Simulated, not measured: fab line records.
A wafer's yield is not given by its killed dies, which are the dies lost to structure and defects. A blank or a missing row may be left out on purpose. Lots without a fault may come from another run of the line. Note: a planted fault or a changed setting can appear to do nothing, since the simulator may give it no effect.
Struck lot and sound lot, side by side | flow nandHarc | 19 out of 1302 route steps
Sound: the wafers L508.1, L508.5, L508.6. Struck: wafers L528.3, L528.5 (left out: L528.6, a lot-mate that was not struck); the cause follows at the end.
At each step with rows: each side's tool, then ch and its chambers, then its first start. Under that, the readings that differ: sound wafers | struck wafers | difference of the means | sigmas: that difference in standard deviations of wafers without a fault.
alike: a reading whose means differ by less than 2 such deviations, as well as words and numbers matching on both sides. not compared: withheld readings; readings where some wafer has no value; bounds like >300 that might hide an equal value; numbers whose values overlap and for which the record gives no deviation.
Wherever a step has rows on one side only, a row that says differs or no value, or a row with sigmas, the two part there. Numbers that don't overlap but have no deviation are shown without sigmas and don't part them. Lack of a reading on every wafer of one side parts them only where that side has two or more wafers.

first, 9 steps without rows for these wafers: NHARC_THIN_TSV_PVD_24 (deposits Al, target thk 800 nm); NHARC_THIN_TSV_DEHYDRATE_25 (time 120 s); NHARC_THIN_TSV_HMDS_26 (time 30 s); NHARC_THIN_TSV_COAT_27; NHARC_THIN_TSV_SOFTBAKE_28 (time 95 s); NHARC_THIN_TSV_EBR_29; NHARC_THIN_TSV_EXPOSE_30 (exposes mask PAD); NHARC_THIN_TSV_PEB_31 (peb time 85 s); NHARC_THIN_TSV_DEVELOP_32 (time 70 s).
NHARC_THIN_TSV_CD_MEAS_33 targets a cd of 5000 nm.
  sound on cdSem-01 ch 0, day 24 12:53; struck on cdSem-02 ch 0, day 32 17:27
  alike: cdNm
then, 1 step without rows for these wafers: NHARC_THIN_TSV_HARDBAKE_34 (time 80 s).
NHARC_THIN_TSV_DESCUM_35: chemistry O2, time 3 s.
  sound on rieDiel-11 ch 1,2, day 24 13:03; struck on rieDiel-03 ch 0,3, day 32 17:38
  alike: drypumpMotorCurrentA, oesProductAu, rfVppV, showerheadPlenumPTorr, throttleValvePct
  not compared: rfHoursCounterH
NHARC_THIN_TSV_ETCH_59: etches the open film in Cl2/BCl3, target depth 880 nm, time 138.1 s.
  sound on rieMetal-02 ch 0,1, day 24 13:10; struck on rieMetal-01 ch 1, day 32 17:49
reading             | sound             | struck      | difference | sigmas
oesProductAu (a.u.) | 0.999 1.000 1.006 | 0.724 0.718 | -0.281     | -41
  alike: drypumpMotorCurrentA, throttleValvePct
  not compared: rfHoursCounterH
NHARC_THIN_TSV_ETCH_36: etches the open film in Cl2/BCl3, target depth 65 nm, time 18.571 s.
  sound on rieMetal-02 ch 0,1, day 24 13:26; struck on rieMetal-01 ch 1, day 32 18:00
  alike: drypumpMotorCurrentA, oesProductAu
  not compared: rfHoursCounterH
NHARC_THIN_TSV_STRIP_56: strips in O2.
  sound on plasmaAsher-02 ch 0,1, day 24 13:34; struck on plasmaAsher-02 ch 1, day 32 18:11
  alike: drypumpMotorCurrentA, heaterPowerW
  not compared: rfHoursCounterH
then, 1 step without rows for these wafers: NHARC_THIN_TSV_STRIP_57 (strips in post etch residue remover, time 1200 s).
NHARC_THIN_TSV_CD_MEAS_37:
  sound on cdSem-02, day 24 14:19; struck on cdSem-01, day 32 18:53
reading   | sound                | struck        | difference | sigmas
cdNm (nm) | 4999.8 4995.8 4998.7 | 5016.2 5014.0 | +17.0      | +8
then, 1 step without rows for these wafers: NHARC_THIN_TSV_ANNEAL_58 (time 1800 s).
NHARC_END_SORT_01:
  sound on prober-02 ch 0, day 24 22:55; struck on prober-01 ch 0, day 33 06:02
reading                | sound    | struck  | difference | sigmas
defectLimitedYield (%) | 93 94 92 | 0 0     | -93        | -30
killedAtOther          | 2 1 2    | 585 601 | +591       | +99 or more
killedDies             | 50 43 56 | 677 677 | +627       | +30
killedShort            | 2 2 2    | 8 3     | +4         | +2
  alike: killedAtArray, killedAtPeriphery, killedOpen

== WHERE THEY PART ==
Last at NHARC_END_SORT_01 as far as this record goes, first at NHARC_THIN_TSV_ETCH_59.

WHY: whatever the simulator had introduced
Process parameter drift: rieMetal-01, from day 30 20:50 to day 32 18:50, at NHARC_THIN_TSV_ETCH_59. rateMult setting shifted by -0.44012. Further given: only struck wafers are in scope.
